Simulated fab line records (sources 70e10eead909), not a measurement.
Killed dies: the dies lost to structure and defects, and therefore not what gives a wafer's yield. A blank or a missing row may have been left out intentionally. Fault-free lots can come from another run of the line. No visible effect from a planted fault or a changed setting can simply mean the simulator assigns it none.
Which tool did it?	flow nandHarc	Sampling: 24 lots, 72 wafers, 5 of 1302 route steps

== WHAT EACH GAUGE READ, for each wafer ==
NHARC_P_START_INSPECT_01. Usual: 3.5 for rawDefectCount, sd 1.9.
lot	measured	on	rawDefectCount	flag
L074	day 1 20:03	defectInspect-01	5 3 3	
L075	day 2 06:02	defectInspect-02	3 0 3	
L076	day 2 16:02	defectInspect-02	6 3 4	
L077	day 3 02:02	defectInspect-01	7 6 1	
L078	day 3 12:02	defectInspect-02	0 2 2	
L079	day 3 22:02	defectInspect-01	2 7 4	
L080	day 4 08:02	defectInspect-02	5 5 4	
L081	day 4 18:02	defectInspect-01	7 7 2	
L082	day 5 04:02	defectInspect-01	4 5 4	
L083	day 5 14:02	defectInspect-02	3 3 4	
L084	day 6 00:02	defectInspect-02	3 0 4	
L085	day 6 10:02	defectInspect-01	3 1 3	
L086	day 6 20:02	defectInspect-01	7 4 4	
L087	day 7 06:02	defectInspect-02	2 3 6	
L088	day 7 16:02	defectInspect-02	4 2 5	
L089	day 8 02:02	defectInspect-01	5 3 3	
L090	day 8 12:03	defectInspect-02	3 1 5	
L091	day 8 22:02	defectInspect-02	2 3 5	
L092	day 9 08:02	defectInspect-01	4 5 1	
L093	day 9 18:02	defectInspect-01	2 3 5	
L094	day 10 04:02	defectInspect-02	6 3 6	
L095	day 10 14:02	defectInspect-02	1 4 3	
L096	day 11 00:02	defectInspect-02	2 4 2	
L097	day 11 10:02	defectInspect-01	3 6 4	

NHARC_P_CONTACT_INSPECT_14. Usual: 4.2 for rawDefectCount, sd 2.3.
lot	measured	on	rawDefectCount	flag
L074	day 6 03:41	defectInspect-02	7 7 6	
L075	day 6 04:34	defectInspect-01	5 7 6	
L076	day 6 14:46	defectInspect-01	5 7 5	
L077	day 7 07:09	defectInspect-02	9 5 4	
L078	day 7 08:01	defectInspect-02	4 3 2	
L079	day 7 18:55	defectInspect-01	6 5 6	
L080	day 8 11:42	defectInspect-02	5 3 1	
L081	day 8 17:58	defectInspect-01	3 2 1	
L082	day 9 04:36	defectInspect-02	3 2 2	
L083	day 9 22:32	defectInspect-02	1 0 3	
L084	day 9 21:31	defectInspect-01	3 2 6	
L085	day 10 14:15	defectInspect-01	5 2 4	
L086	day 10 19:34	defectInspect-01	2 3 4	
L087	day 11 02:15	defectInspect-01	6 4 6	
L088	day 11 19:42	defectInspect-02	6 1 5	
L089	day 12 01:56	defectInspect-01	3 8 1	
L090	day 12 16:06	defectInspect-01	2 4 1	
L091	day 13 01:07	defectInspect-02	1 4 3	
L092	day 13 18:40	defectInspect-02	8 3 0	
L093	day 13 23:52	defectInspect-01	3 8 8	
L094	day 14 04:15	defectInspect-02	3 1 4	
L095	day 14 17:02	defectInspect-01	5 4 9	
L096	day 14 16:49	defectInspect-02	3 2 3	
L097	day 15 10:04	defectInspect-02	7 6 5	

NHARC_P_M0_INSPECT_27. Usual: 278 for rawDefectCount, sd 110.
lot	measured	on	rawDefectCount	flag
L074	day 6 10:27	defectInspect-02	227 222 225	
L075	day 6 11:26	defectInspect-02	207 303 297	
L076	day 6 21:50	defectInspect-02	320 283 218	
L077	day 7 14:03	defectInspect-02	312 233 238	
L078	day 7 14:45	defectInspect-01	264 317 349	
L079	day 8 01:47	defectInspect-01	245 246 153	
L080	day 8 18:56	defectInspect-01	732 700 358	
L081	day 9 00:49	defectInspect-02	303 312 357	
L082	day 9 11:31	defectInspect-02	276 173 240	
L083	day 10 05:18	defectInspect-01	459 379 308	
L084	day 10 04:10	defectInspect-01	252 152 171	
L085	day 10 21:08	defectInspect-02	124 305 150	
L086	day 11 02:17	defectInspect-02	189 280 236	
L087	day 11 08:54	defectInspect-02	344 349 298	
L088	day 12 02:24	defectInspect-02	289 148 153	
L089	day 12 08:41	defectInspect-01	305 291 292	
L090	day 12 22:51	defectInspect-01	142 173 345	
L091	day 13 08:11	defectInspect-01	319 236 363	
L092	day 14 01:31	defectInspect-01	221 248 195	
L093	day 14 07:06	defectInspect-02	234 483 338	
L094	day 14 11:07	defectInspect-01	407 294 258	
L095	day 15 00:45	defectInspect-01	299 350 480	
L096	day 14 23:34	defectInspect-01	176 141 209	
L097	day 15 17:08	defectInspect-02	150 229 319	

== EACH LOT AND THE TOOL THAT RAN IT (in order: tool; ch and the chambers of the sampled wafers; start) ==
lot	NHARC_P_GATE_DESCUM_48	NHARC_P_GATE_RTA_80
L074	rieDiel-09 ch 0,1,3, day 5 19:35	rtpAnneal-02 ch 0, day 6 01:13
L075	rieDiel-12 ch 0,2,3, day 5 20:28	rtpAnneal-01 ch 0, day 6 02:11
L076	rieDiel-12 ch 0,1,2, day 6 06:41	rtpAnneal-01 ch 0, day 6 12:24
L077	rieDiel-12 ch 0,1,3, day 6 22:41	rtpAnneal-01 ch 0, day 7 04:47
L078	rieDiel-12 ch 0,1,3, day 6 23:52	rtpAnneal-01 ch 0, day 7 05:40
L079	rieDiel-09 ch 0,2,3, day 7 10:35	rtpAnneal-02 ch 0, day 7 16:31
L080	rieDiel-09 ch 1,2, day 8 03:34	rtpAnneal-01 ch 0, day 8 09:25
L081	rieDiel-03 ch 0,2, day 8 09:54	rtpAnneal-02 ch 0, day 8 15:42
L082	rieDiel-03 ch 1,3, day 8 20:29	rtpAnneal-01 ch 0, day 9 02:14
L083	rieDiel-09 ch 1,2,3, day 9 14:26	rtpAnneal-02 ch 0, day 9 20:09
L084	rieDiel-12 ch 1,2,3, day 9 13:38	rtpAnneal-01 ch 0, day 9 19:06
L085	rieDiel-12 ch 1,2, day 10 06:12	rtpAnneal-01 ch 0, day 10 12:02
L086	rieDiel-09 ch 0,2, day 10 11:14	rtpAnneal-02 ch 0, day 10 16:56
L087	rieDiel-12 ch 0,1, day 10 17:48	rtpAnneal-02 ch 0, day 10 23:41
L088	rieDiel-03 ch 0,2, day 11 11:57	rtpAnneal-01 ch 0, day 11 17:24
L089	rieDiel-09 ch 0,2,3, day 11 17:43	rtpAnneal-01 ch 0, day 11 23:37
L090	rieDiel-03 ch 1,2,3, day 12 08:14	rtpAnneal-01 ch 0, day 12 13:50
L091	rieDiel-03 ch 0,1,3, day 12 16:40	rtpAnneal-01 ch 0, day 12 22:31
L092	rieDiel-12 ch 0,1, day 13 10:48	rtpAnneal-01 ch 0, day 13 16:23
L093	rieDiel-03 ch 0,1,3, day 13 15:52	rtpAnneal-01 ch 0, day 13 21:30
L094	rieDiel-09 ch 0,1,3, day 13 20:16	rtpAnneal-01 ch 0, day 14 01:52
L095	rieDiel-03 ch 0,3, day 14 08:54	rtpAnneal-01 ch 0, day 14 14:38
L096	rieDiel-03 ch 0,2,3, day 14 08:45	rtpAnneal-01 ch 0, day 14 14:29
L097	rieDiel-09 ch 0,2,3, day 15 02:02	rtpAnneal-01 ch 0, day 15 07:49
- NHARC_P_GATE_DESCUM_48: chemistry O2, time 3 s.
- NHARC_P_GATE_RTA_80: time 30 s.

== WHAT THE TOOLS THEMSELVES READ (means of the sampled wafers that have a number; where no wafer has one, the mark that the record gives instead) ==
NHARC_P_GATE_DESCUM_48. Usual: drypumpMotorCurrentA 5.9 A, standard deviation 0.42; oesProductAu 0.997 a.u., standard deviation 0.012; rfVppV 57.6 V, standard deviation 0.9; showerheadPlenumPTorr 1.90 Torr, standard deviation 0.057; throttleValvePct 11.311 %, standard deviation 0.0093.
lot	tool	drypumpMotorCurrentA (A)	oesProductAu (a.u.)	rfVppV (V)	showerheadPlenumPTorr (Torr)	throttleValvePct (%)	flag
L074	rieDiel-09	6.0	0.984	56.7	1.90	11.306	
L075	rieDiel-12	5.8	1.008	57.7	1.92	11.316	
L076	rieDiel-12	5.6	0.997	57.8	1.91	11.315	
L077	rieDiel-12	6.1	1.001	56.7	1.93	11.303	
L078	rieDiel-12	6.0	1.001	58.2	1.93	11.298	
L079	rieDiel-09	6.0	0.995	57.2	1.91	11.310	
L080	rieDiel-09	6.1	0.986	58.2	1.97	11.314	
L081	rieDiel-03	5.9	0.987	58.1	1.86	11.315	
L082	rieDiel-03	5.9	1.000	57.4	1.88	11.318	
L083	rieDiel-09	6.1	0.999	57.6	1.94	11.313	
L084	rieDiel-12	5.9	1.009	58.3	1.88	11.317	
L085	rieDiel-12	5.4	1.002	57.0	1.87	11.316	
L086	rieDiel-09	5.7	0.992	57.1	1.88	11.307	
L087	rieDiel-12	5.8	0.996	57.7	1.91	11.314	
L088	rieDiel-03	5.9	0.984	58.0	1.86	11.310	
L089	rieDiel-09	6.0	0.989	57.8	1.91	11.313	
L090	rieDiel-03	5.8	0.999	57.2	1.87	11.310	
L091	rieDiel-03	6.1	0.987	58.1	1.92	11.319	
L092	rieDiel-12	5.8	0.990	57.5	1.91	11.316	
L093	rieDiel-03	6.1	0.997	58.3	1.92	11.311	
L094	rieDiel-09	6.1	0.994	58.2	1.89	11.307	
L095	rieDiel-03	6.1	1.008	57.5	1.87	11.308	
L096	rieDiel-03	6.0	1.009	57.9	1.87	11.313	
L097	rieDiel-09	6.0	0.993	57.7	1.91	11.305	

NHARC_P_GATE_RTA_80. Usual: lampPowerPct 2.04 %, standard deviation 0.1; lamp_zone_7_pct 2.14 %, standard deviation 0.11; wafer_temp_C_max 301.3, standard deviation 0.37.
lot	tool	lampPowerPct (%)	lamp_zone_7_pct (%)	wafer_temp_C_max	flag
L074	rtpAnneal-02	1.86	1.95	302.1	
L075	rtpAnneal-01	2.11	2.21	301.1	
L076	rtpAnneal-01	2.10	2.20	301.3	
L077	rtpAnneal-01	2.10	2.21	301.4	
L078	rtpAnneal-01	2.10	2.20	301.2	
L079	rtpAnneal-02	1.87	1.96	301.7	
L080	rtpAnneal-01	2.10	2.20	301.0	
L081	rtpAnneal-02	1.86	1.95	301.9	
L082	rtpAnneal-01	2.10	2.21	301.1	
L083	rtpAnneal-02	1.86	1.95	301.4	
L084	rtpAnneal-01	2.10	2.21	301.1	
L085	rtpAnneal-01	2.11	2.21	300.9	
L086	rtpAnneal-02	1.86	1.96	301.8	
L087	rtpAnneal-02	1.87	1.96	301.5	
L088	rtpAnneal-01	2.10	2.20	301.1	
L089	rtpAnneal-01	2.10	2.20	301.4	
L090	rtpAnneal-01	2.11	2.21	301.3	
L091	rtpAnneal-01	2.11	2.21	300.9	
L092	rtpAnneal-01	2.10	2.20	301.2	
L093	rtpAnneal-01	2.10	2.20	301.3	
L094	rtpAnneal-01	2.11	2.21	300.8	
L095	rtpAnneal-01	2.10	2.21	301.3	
L096	rtpAnneal-01	2.10	2.20	301.3	
L097	rtpAnneal-01	2.10	2.20	301.2	

== THE ANSWER, worked out from the rows above alone ==
Rule: a lot counts as off when the mean over its wafers that have a number is more than 3 standard deviations away from the usual mean. A lot without any number at a reading at which 4 lots or more have one is off too. Where the step has rows for the other lots, those lots are counted as sound. After the gauges, taken in route order, come the tools' own readings; for these a lot's mean is taken, as printed above. The first step at which some lot is off is used, and at that step the reading that is off furthest; a lot without a number counts as furthest.
Across all readings shown, no lot is off: no conclusion can be drawn from this.

== WHAT THE SIMULATOR HAD PUT IN ==
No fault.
